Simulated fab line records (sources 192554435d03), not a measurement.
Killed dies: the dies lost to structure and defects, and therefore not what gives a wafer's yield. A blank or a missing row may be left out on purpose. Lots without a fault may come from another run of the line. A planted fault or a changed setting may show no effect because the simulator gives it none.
Matching of chambers ; flow n5_finfet ; N5_BEOL_M8_ETCH_65 on rie_diel-04 has 4 sister chambers
The step etches SiARC in CF4, target depth 15.6 nm, time 26 s. 8 wafers are shown with their chamber, then 8 later ones without.

== WAFERS PAIRED WITH THEIR CHAMBERS ==
wafer;chamber;drypump_motor_current_A (A);showerhead_plenum_p_Torr (Torr)
L076.4;0;5.4;2.11
L081.2;3;6.0;2.10
L081.5;3;6.0;2.10
L084.1;1;5.7;2.22
L085.2;1;5.7;2.22
L085.4;0;5.4;2.11
L085.5;2;5.1;2.12
L088.3;2;5.2;2.11

== WAFERS WHOSE CHAMBER IS MISSING ==
wafer;drypump_motor_current_A (A);showerhead_plenum_p_Torr (Torr)
L088.4;6.0;2.10
L088.5;6.0;2.10
L087.2;5.1;2.11
L087.3;6.0;2.10
L087.4;5.7;2.21
L097.1;5.7;2.21
L097.2;5.4;2.10
L097.4;5.1;2.11

== WHICH CHAMBER EACH ONE RAN IN ==
wafer;from the rows above;in truth
L088.4;3;3
L088.5;3;3
L087.2;2;2
L087.3;3;3
L087.4;1;1
L097.1;1;1
L097.2;0;0
L097.4;2;2
8 of 8 placed correctly. From these rows, 0 cannot be placed. Wrongly placed: 0.
How it was worked out, from the rows above alone: a wafer's distance from a chamber is the root of the sum, over the readings, of the square of ((its reading less the chamber's mean) divided by the reading's scatter). The wafer belongs to the nearest chamber; if the next one is less than 2 further off, it can't be placed. For every chamber, the mean is computed from those of its wafers that are shown. How the scatter is found: for the shown wafers, subtract from each reading the mean of its chamber, square and add these, divide the total by (wafers less chambers), then take the root.
